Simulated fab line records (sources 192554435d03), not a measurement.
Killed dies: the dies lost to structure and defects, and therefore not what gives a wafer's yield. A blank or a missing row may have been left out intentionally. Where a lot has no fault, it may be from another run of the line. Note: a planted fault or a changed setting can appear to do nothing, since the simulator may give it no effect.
Chamber matching + flow n5-finfet + N5_DUMMY_REMOVAL_HM_STRIP_01 on rie-diel-03 has 4 sister chambers
The step strips SiNx in CH3F/O2, stops on poly-Si, target depth 4 nm, time 6.8 s. 4 wafers are shown with their chamber, then 10 later ones without.

== WAFERS PAIRED WITH THEIR CHAMBERS ==
| wafer  | chamber | showerhead-plenum-p-Torr (Torr) |
|--------|---------|---------------------------------|
| L086.5 | 2       | 2.04                            |
| L088.5 | 1       | 2.06                            |
| L090.3 | 3       | 1.94                            |
| L090.5 | 0       | 1.96                            |

== WAFERS WITH NO CHAMBER GIVEN ==
| wafer  | showerhead-plenum-p-Torr (Torr) |
|--------|---------------------------------|
| L090.6 | 2.06                            |
| L093.1 | 2.06                            |
| L093.4 | 2.03                            |
| L093.5 | 1.96                            |
| L095.4 | 2.06                            |
| L095.5 | 1.93                            |
| L095.6 | 1.96                            |
| L097.3 | 2.03                            |
| L097.4 | 1.96                            |
| L097.5 | 2.03                            |

== WHICH CHAMBER EACH ONE RAN IN ==
| wafer  | from the rows above | in truth |
|--------|---------------------|----------|
| L090.6 | 1                   | 1        |
| L093.1 | 1                   | 1        |
| L093.4 | 2                   | 2        |
| L093.5 | 0                   | 0        |
| L095.4 | 1                   | 1        |
| L095.5 | 3                   | 3        |
| L095.6 | 0                   | 0        |
| L097.3 | 2                   | 2        |
| L097.4 | 0                   | 0        |
| L097.5 | 2                   | 2        |
Correctly placed: 10 of 10. Can't be placed from these rows: 0. Placed wrongly: 0.
How it was worked out, from the rows above alone: a wafer's distance from a chamber is the root of the sum, over the readings, of the square of ((its reading less the chamber's mean) divided by the reading's scatter). The wafer belongs to the nearest chamber; if the next one is less than 2 further off, it can't be placed. Each chamber's mean is taken over the wafers shown for it. The scatter (one wafer shown for each chamber): square how far every hidden wafer sits from the nearest shown wafer, average those squares and take the square root.
